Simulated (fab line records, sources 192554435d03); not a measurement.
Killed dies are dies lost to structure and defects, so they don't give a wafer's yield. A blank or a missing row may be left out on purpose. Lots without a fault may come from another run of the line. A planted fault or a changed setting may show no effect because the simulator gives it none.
Chamber matching | flow n5_finfet | N5_BEOL_M8_STRIP_19 on rie_diel-05: 4 sister chambers
The step strips in O2. 8 wafers are shown with their chamber, then 8 later ones without.

WAFERS WITH THEIR CHAMBER
wafer  | chamber | drypump_motor_current_A (A) | showerhead_plenum_p_Torr (Torr)
L074.1 | 0       | 5.9                         | 1.99
L074.5 | 1       | 5.0                         | 2.07
L076.4 | 0       | 5.8                         | 1.99
L075.3 | 1       | 5.0                         | 2.07
L079.6 | 3       | 6.1                         | 2.13
L084.2 | 3       | 6.1                         | 2.13
L084.6 | 2       | 5.9                         | 2.24
L089.1 | 2       | 6.0                         | 2.23

WAFERS WITHOUT THEIR CHAMBER
wafer  | drypump_motor_current_A (A) | showerhead_plenum_p_Torr (Torr)
L089.3 | 5.8                         | 2.25
L089.4 | 5.0                         | 2.06
L090.3 | 5.9                         | 2.23
L090.5 | 5.9                         | 2.23
L090.6 | 6.1                         | 2.12
L096.1 | 5.9                         | 2.24
L096.4 | 6.1                         | 2.12
L096.6 | 5.9                         | 2.22

WHICH CHAMBER EACH WENT THROUGH
wafer  | from the rows above | in truth
L089.3 | 2                   | 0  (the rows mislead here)
L089.4 | 1                   | 1
L090.3 | 2                   | 2
L090.5 | 2                   | 2
L090.6 | 3                   | 3
L096.1 | 2                   | 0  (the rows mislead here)
L096.4 | 3                   | 3
L096.6 | 2                   | 2
Placed correctly: 6 of 8. Can't be placed from these rows: 0. Placed wrongly: 2.
How it was worked out, from the rows above alone: a wafer's distance from a chamber is the root of the sum, over the readings, of the square of ((its reading less the chamber's mean) divided by the reading's scatter). The wafer belongs to the nearest chamber; if the next one is less than 2 further off, it can't be placed. A chamber's mean is the mean of its shown wafers. The scatter: the root of (the sum of the squares of (reading less its chamber's mean) over the shown wafers, divided by (wafers less chambers)).
